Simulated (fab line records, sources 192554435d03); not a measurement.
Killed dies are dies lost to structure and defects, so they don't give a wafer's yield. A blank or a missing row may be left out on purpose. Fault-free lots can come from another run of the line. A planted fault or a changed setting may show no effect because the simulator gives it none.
Which tool did it? :: flow n5-finfet :: Sampling: 12 lots, 34 wafers, 5 of 1938 route steps

## WHAT THE GAUGES READ, wafer by wafer
Not one reading of a measure or inspect step in the record can be checked against a usual standard deviation.

## TOOL THAT RAN EACH LOT (tool first, then ch and the chambers of the sampled wafers, then the start)
lot: L870
N5_BEOL_M4_SPUTTER_94: pvd-sputter-01, day 7 20:45
N5_BEOL_M4_PRE_CLEAN_60: cvd-co-01 ch 0,1,2, day 7 21:50
N5_BEOL_M4_DEP_57: pecvd-03 ch 0,1,2, day 7 21:59
N5_BEOL_M5_COAT_60: litho-track-01 ch 0, day 8 00:06
N5_PASSIVATION_PROBE_49: prober-02, day 12 01:29

lot: L871
N5_BEOL_M4_SPUTTER_94: pvd-sputter-01, day 8 06:49
N5_BEOL_M4_PRE_CLEAN_60: cvd-co-01 ch 0,1, day 8 07:52
N5_BEOL_M4_DEP_57: pecvd-01 ch 1,2, day 8 08:05
N5_BEOL_M5_COAT_60: litho-track-05 ch 0, day 8 09:58
N5_PASSIVATION_PROBE_49: prober-01, day 12 12:58

lot: L873
N5_BEOL_M4_SPUTTER_94: pvd-sputter-03, day 8 13:05
N5_BEOL_M4_PRE_CLEAN_60: cvd-co-02 ch 0,2, day 8 14:17
N5_BEOL_M4_DEP_57: pecvd-02 ch 0,2, day 8 14:26
N5_BEOL_M5_COAT_60: litho-track-02 ch 0, day 8 16:39
N5_PASSIVATION_PROBE_49: prober-01, day 13 07:37

lot: L874
N5_BEOL_M4_SPUTTER_94: pvd-sputter-03, day 8 20:08
N5_BEOL_M4_PRE_CLEAN_60: cvd-co-01 ch 1,2, day 8 21:11
N5_BEOL_M4_DEP_57: pecvd-01 ch 0,1, day 8 21:20
N5_BEOL_M5_COAT_60: litho-track-01 ch 0, day 9 01:07
N5_PASSIVATION_PROBE_49: prober-01, day 13 13:02

lot: L876
N5_BEOL_M4_SPUTTER_94: pvd-sputter-03, day 9 18:47
N5_BEOL_M4_PRE_CLEAN_60: cvd-co-01 ch 0,1,2, day 9 19:59
N5_BEOL_M4_DEP_57: pecvd-01 ch 0,1,2, day 9 20:08
N5_BEOL_M5_COAT_60: litho-track-05 ch 0, day 10 00:07
N5_PASSIVATION_PROBE_49: -

lot: L881
N5_BEOL_M4_SPUTTER_94: pvd-sputter-03, day 11 01:58
N5_BEOL_M4_PRE_CLEAN_60: cvd-co-02 ch 1,2, day 11 03:01
N5_BEOL_M4_DEP_57: pecvd-01 ch 1, day 11 03:11
N5_BEOL_M5_COAT_60: litho-track-02 ch 0, day 11 06:34
N5_PASSIVATION_PROBE_49: prober-02, day 15 10:05

lot: L882
N5_BEOL_M4_SPUTTER_94: pvd-sputter-01, day 11 02:03
N5_BEOL_M4_PRE_CLEAN_60: cvd-co-01 ch 0,1,2, day 11 03:07
N5_BEOL_M4_DEP_57: pecvd-03 ch 0,2, day 11 03:17
N5_BEOL_M5_COAT_60: litho-track-02 ch 0, day 11 06:45
N5_PASSIVATION_PROBE_49: prober-02, day 15 16:38

lot: L883
N5_BEOL_M4_SPUTTER_94: pvd-sputter-02, day 11 06:08
N5_BEOL_M4_PRE_CLEAN_60: cvd-co-02 ch 0,1, day 11 07:10
N5_BEOL_M4_DEP_57: pecvd-02 ch 0,1,2, day 11 07:20
N5_BEOL_M5_COAT_60: litho-track-02 ch 0, day 11 09:30
N5_PASSIVATION_PROBE_49: prober-02, day 15 14:50

lot: L885
N5_BEOL_M4_SPUTTER_94: pvd-sputter-02, day 11 23:37
N5_BEOL_M4_PRE_CLEAN_60: cvd-co-02 ch 0,1, day 12 00:40
N5_BEOL_M4_DEP_57: pecvd-03 ch 0,1, day 12 00:50
N5_BEOL_M5_COAT_60: litho-track-01 ch 0, day 12 04:49
N5_PASSIVATION_PROBE_49: prober-01, day 16 13:44

lot: L887
N5_BEOL_M4_SPUTTER_94: pvd-sputter-01, day 12 08:41
N5_BEOL_M4_PRE_CLEAN_60: cvd-co-02 ch 0,1,2, day 12 09:54
N5_BEOL_M4_DEP_57: pecvd-03 ch 0,1,2, day 12 10:04
N5_BEOL_M5_COAT_60: litho-track-01 ch 0, day 12 13:10
N5_PASSIVATION_PROBE_49: prober-02, day 16 23:11

lot: L891
N5_BEOL_M4_SPUTTER_94: pvd-sputter-01, day 13 19:41
N5_BEOL_M4_PRE_CLEAN_60: cvd-co-01 ch 1, day 13 20:44
N5_BEOL_M4_DEP_57: pecvd-02 ch 0,1, day 13 20:57
N5_BEOL_M5_COAT_60: litho-track-05 ch 0, day 14 00:07
N5_PASSIVATION_PROBE_49: -

lot: L892
N5_BEOL_M4_SPUTTER_94: pvd-sputter-03, day 13 23:22
N5_BEOL_M4_PRE_CLEAN_60: cvd-co-01 ch 0,1, day 14 00:26
N5_BEOL_M4_DEP_57: pecvd-01 ch 0,1,2, day 14 00:39
N5_BEOL_M5_COAT_60: litho-track-01 ch 0, day 14 03:20
N5_PASSIVATION_PROBE_49: -
- N5_BEOL_M4_SPUTTER_94: material Cu, target thk 4.5 nm, time 8.29 s.
- N5_BEOL_M4_PRE_CLEAN_60: time 15 s.
- N5_BEOL_M4_DEP_57: deposits SiCN from 3MS/NH3, target thk 8 nm, time 14 s.
- N5_BEOL_M5_COAT_60: time 60 s, resist thk 12 nm.
- N5_PASSIVATION_PROBE_49

## WHAT THE TOOLS THEMSELVES READ (means of the sampled wafers that have a number; where no wafer has one, the mark that the record gives instead)
N5_BEOL_M4_SPUTTER_94. Usual: throttle-valve-pct 30.1 %, standard deviation 1.1.
lot: L870
tool: pvd-sputter-01
throttle-valve-pct (%): 28.7
flag: 

lot: L871
tool: pvd-sputter-01
throttle-valve-pct (%): 28.7
flag: 

lot: L873
tool: pvd-sputter-03
throttle-valve-pct (%): 30.8
flag: 

lot: L874
tool: pvd-sputter-03
throttle-valve-pct (%): 30.8
flag: 

lot: L876
tool: pvd-sputter-03
throttle-valve-pct (%): 30.8
flag: 

lot: L881
tool: pvd-sputter-03
throttle-valve-pct (%): 31.0
flag: 

lot: L882
tool: pvd-sputter-01
throttle-valve-pct (%): 29.5
flag: 

lot: L883
tool: pvd-sputter-02
throttle-valve-pct (%): 30.8
flag: 

lot: L885
tool: pvd-sputter-02
throttle-valve-pct (%): 30.8
flag: 

lot: L887
tool: pvd-sputter-01
throttle-valve-pct (%): 29.5
flag: 

lot: L891
tool: pvd-sputter-01
throttle-valve-pct (%): 28.6
flag: 

lot: L892
tool: pvd-sputter-03
throttle-valve-pct (%): 30.8
flag: 

N5_BEOL_M4_PRE_CLEAN_60. Usual: heater-power-w 88 W, standard deviation 18.
lot: L870
tool: cvd-co-01
heater-power-w (W): 75
flag: 

lot: L871
tool: cvd-co-01
heater-power-w (W): 73
flag: 

lot: L873
tool: cvd-co-02
heater-power-w (W): 113
flag: 

lot: L874
tool: cvd-co-01
heater-power-w (W): 81
flag: 

lot: L876
tool: cvd-co-01
heater-power-w (W): 75
flag: 

lot: L881
tool: cvd-co-02
heater-power-w (W): 102
flag: 

lot: L882
tool: cvd-co-01
heater-power-w (W): 74
flag: 

lot: L883
tool: cvd-co-02
heater-power-w (W): 99
flag: 

lot: L885
tool: cvd-co-02
heater-power-w (W): 97
flag: 

lot: L887
tool: cvd-co-02
heater-power-w (W): 103
flag: 

lot: L891
tool: cvd-co-01
heater-power-w (W): 80
flag: 

lot: L892
tool: cvd-co-01
heater-power-w (W): 74
flag: 

N5_BEOL_M4_DEP_57. Usual: showerhead-plenum-p-Torr 3.666 Torr, standard deviation 0.011; throttle-valve-pct 8.9 %, standard deviation 0.45.
lot: L870
tool: pecvd-03
showerhead-plenum-p-Torr (Torr): 3.666
throttle-valve-pct (%): 9.3
flag: 

lot: L871
tool: pecvd-01
showerhead-plenum-p-Torr (Torr): 3.675
throttle-valve-pct (%): 9.0
flag: 

lot: L873
tool: pecvd-02
showerhead-plenum-p-Torr (Torr): 3.657
throttle-valve-pct (%): 9.2
flag: 

lot: L874
tool: pecvd-01
showerhead-plenum-p-Torr (Torr): 3.679
throttle-valve-pct (%): 8.9
flag: 

lot: L876
tool: pecvd-01
showerhead-plenum-p-Torr (Torr): 3.678
throttle-valve-pct (%): 8.9
flag: 

lot: L881
tool: pecvd-01
showerhead-plenum-p-Torr (Torr): 3.675
throttle-valve-pct (%): 9.0
flag: 

lot: L882
tool: pecvd-03
showerhead-plenum-p-Torr (Torr): 3.670
throttle-valve-pct (%): 9.3
flag: 

lot: L883
tool: pecvd-02
showerhead-plenum-p-Torr (Torr): 3.656
throttle-valve-pct (%): 9.1
flag: 

lot: L885
tool: pecvd-03
showerhead-plenum-p-Torr (Torr): 3.655
throttle-valve-pct (%): 9.7
flag: 

lot: L887
tool: pecvd-03
showerhead-plenum-p-Torr (Torr): 3.664
throttle-valve-pct (%): 9.2
flag: 

lot: L891
tool: pecvd-02
showerhead-plenum-p-Torr (Torr): 3.662
throttle-valve-pct (%): 9.0
flag: 

lot: L892
tool: pecvd-01
showerhead-plenum-p-Torr (Torr): 3.679
throttle-valve-pct (%): 8.8
flag: 

N5_BEOL_M5_COAT_60. Usual: dispense-pressure-kPa 47.4 kPa, standard deviation 2.9; heater-power-total-W 427.6 W, standard deviation 2.2; run-length-s 66.08 s, standard deviation 0.11.
lot: L870
tool: litho-track-01
dispense-pressure-kPa (kPa): 43.8
heater-power-total-W (W): 427.4
run-length-s (s): 66.03
flag: 

lot: L871
tool: litho-track-05
dispense-pressure-kPa (kPa): 47.7
heater-power-total-W (W): 426.4
run-length-s (s): 66.18
flag: 

lot: L873
tool: litho-track-02
dispense-pressure-kPa (kPa): 50.2
heater-power-total-W (W): 426.9
run-length-s (s): 66.09
flag: 

lot: L874
tool: litho-track-01
dispense-pressure-kPa (kPa): 43.8
heater-power-total-W (W): 429.2
run-length-s (s): 66.07
flag: 

lot: L876
tool: litho-track-05
dispense-pressure-kPa (kPa): 47.7
heater-power-total-W (W): 429.8
run-length-s (s): 66.22
flag: 

lot: L881
tool: litho-track-02
dispense-pressure-kPa (kPa): 50.2
heater-power-total-W (W): 442.9
run-length-s (s): 62.70
flag: OFF

lot: L882
tool: litho-track-02
dispense-pressure-kPa (kPa): 50.2
heater-power-total-W (W): 436.8
run-length-s (s): 63.95
flag: OFF

lot: L883
tool: litho-track-02
dispense-pressure-kPa (kPa): 50.2
heater-power-total-W (W): 439.6
run-length-s (s): 63.90
flag: OFF

lot: L885
tool: litho-track-01
dispense-pressure-kPa (kPa): 43.8
heater-power-total-W (W): 427.0
run-length-s (s): 66.10
flag: 

lot: L887
tool: litho-track-01
dispense-pressure-kPa (kPa): 43.8
heater-power-total-W (W): 426.5
run-length-s (s): 66.06
flag: 

lot: L891
tool: litho-track-05
dispense-pressure-kPa (kPa): 47.6
heater-power-total-W (W): 426.8
run-length-s (s): 66.14
flag: 

lot: L892
tool: litho-track-01
dispense-pressure-kPa (kPa): 43.8
heater-power-total-W (W): 427.5
run-length-s (s): 65.95
flag: 

N5_PASSIVATION_PROBE_49. Usual: defect-limited-yield 91.4 %, standard deviation 1.5; killed_at_M0_to_M3 35, standard deviation 11; killed_at_M4_up 16, standard deviation 7; killed-at-contacts 11, standard deviation 5.3; killed-at-front-end 37, standard deviation 11; killed-at-other 3.1, standard deviation 2.8; killed-dies 102, standard deviation 18; killed-open 69, standard deviation 15; killed-short 31, standard deviation 7.8; sort_bin_5_function 5.1 %, standard deviation 1.1; sort_bin_6_memory 3.2 %, standard deviation 0.69; sort-n-pass 1078, standard deviation 18; sort-yield-pct 91.4 %, standard deviation 1.5.
lot: L870
tool: prober-02
defect-limited-yield (%): 90.1
killed_at_M0_to_M3: 31
killed_at_M4_up: 19
killed-at-contacts: 14
killed-at-front-end: 49
killed-at-other: 4.0
killed-dies: 116
killed-open: 81
killed-short: 34
sort_bin_5_function (%): 5.5
sort_bin_6_memory (%): 3.9
sort-n-pass: 1064
sort-yield-pct (%): 90.1
flag: 

lot: L871
tool: prober-01
defect-limited-yield (%): 93.1
killed_at_M0_to_M3: 29
killed_at_M4_up: 7
killed-at-contacts: 7
killed-at-front-end: 33
killed-at-other: 5.7
killed-dies: 82
killed-open: 48
killed-short: 32
sort_bin_5_function (%): 3.9
sort_bin_6_memory (%): 2.9
sort-n-pass: 1098
sort-yield-pct (%): 93.1
flag: 

lot: L873
tool: prober-01
defect-limited-yield (%): 90.8
killed_at_M0_to_M3: 24
killed_at_M4_up: 20
killed-at-contacts: 13
killed-at-front-end: 49
killed-at-other: 3.0
killed-dies: 109
killed-open: 72
killed-short: 35
sort_bin_5_function (%): 5.6
sort_bin_6_memory (%): 3.1
sort-n-pass: 1071
sort-yield-pct (%): 90.8
flag: 

lot: L874
tool: prober-01
defect-limited-yield (%): 89.2
killed_at_M0_to_M3: 46
killed_at_M4_up: 26
killed-at-contacts: 17
killed-at-front-end: 34
killed-at-other: 4.3
killed-dies: 127
killed-open: 94
killed-short: 32
sort_bin_5_function (%): 6.5
sort_bin_6_memory (%): 4.0
sort-n-pass: 1053
sort-yield-pct (%): 89.2
flag: 

lot: L881
tool: prober-02
defect-limited-yield (%): 90.9
killed_at_M0_to_M3: 45
killed_at_M4_up: 9
killed-at-contacts: 16
killed-at-front-end: 35
killed-at-other: 2.0
killed-dies: 107
killed-open: 54
killed-short: 50
sort_bin_5_function (%): 5.0
sort_bin_6_memory (%): 3.7
sort-n-pass: 1073
sort-yield-pct (%): 90.9
flag: 

lot: L882
tool: prober-02
defect-limited-yield (%): 91.0
killed_at_M0_to_M3: 32
killed_at_M4_up: 13
killed-at-contacts: 10
killed-at-front-end: 49
killed-at-other: 1.7
killed-dies: 106
killed-open: 69
killed-short: 32
sort_bin_5_function (%): 5.3
sort_bin_6_memory (%): 3.2
sort-n-pass: 1074
sort-yield-pct (%): 91.0
flag: 

lot: L883
tool: prober-02
defect-limited-yield (%): 90.5
killed_at_M0_to_M3: 44
killed_at_M4_up: 24
killed-at-contacts: 9
killed-at-front-end: 33
killed-at-other: 2.0
killed-dies: 112
killed-open: 78
killed-short: 34
sort_bin_5_function (%): 5.2
sort_bin_6_memory (%): 3.9
sort-n-pass: 1068
sort-yield-pct (%): 90.5
flag: 

lot: L885
tool: prober-01
defect-limited-yield (%): 90.5
killed_at_M0_to_M3: 46
killed_at_M4_up: 15
killed-at-contacts: 13
killed-at-front-end: 30
killed-at-other: 8.3
killed-dies: 113
killed-open: 72
killed-short: 40
sort_bin_5_function (%): 5.6
sort_bin_6_memory (%): 3.6
sort-n-pass: 1067
sort-yield-pct (%): 90.5
flag: 

lot: L887
tool: prober-02
defect-limited-yield (%): 91.3
killed_at_M0_to_M3: 43
killed_at_M4_up: 14
killed-at-contacts: 10
killed-at-front-end: 35
killed-at-other: 0.7
killed-dies: 103
killed-open: 72
killed-short: 27
sort_bin_5_function (%): 5.3
sort_bin_6_memory (%): 2.9
sort-n-pass: 1077
sort-yield-pct (%): 91.3
flag: 

## THE ANSWER, worked out from the rows above alone
Rule: a lot is off if the mean of its wafers that have a number lies more than 3 standard deviations from the usual mean. A lot without any number at a reading at which 4 lots or more have one is off too. Any other lot the step has rows for is counted as sound. Order of review: gauges by route order, followed by the tools' own readings, for which a lot's mean as printed above is used. At the first step where some lot is off, the reading lying furthest off is the one used; lots without a number count as furthest.
Off at N5_BEOL_M5_COAT_60 (run-length-s): L881, L882, L883.
If a tool, at that step or one of the process steps before it, ran each lot that is off and ran no sound lot following the first of them, it fits. One fits: N5_BEOL_M5_COAT_60 on litho-track-02. Its last sound lot is L873 (day 8 16:39), its first lot that is off L881 (day 11 06:34): a fault that began between those two fits.
The tool's own readings at N5_BEOL_M5_COAT_60 bear it out: on the lots that are off they differ by more than 5 times the standard deviation of the sound lots' means. heater-power-total-W reads 439.8 W there against 427.5 W on the sound lots; run-length-s reads 63.52 s there against 66.09 s on the sound lots.

## WHAT THE SIMULATOR PUT IN
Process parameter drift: litho-track-02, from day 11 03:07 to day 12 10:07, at N5_BEOL_M5_COAT_60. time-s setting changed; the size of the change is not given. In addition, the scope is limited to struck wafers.
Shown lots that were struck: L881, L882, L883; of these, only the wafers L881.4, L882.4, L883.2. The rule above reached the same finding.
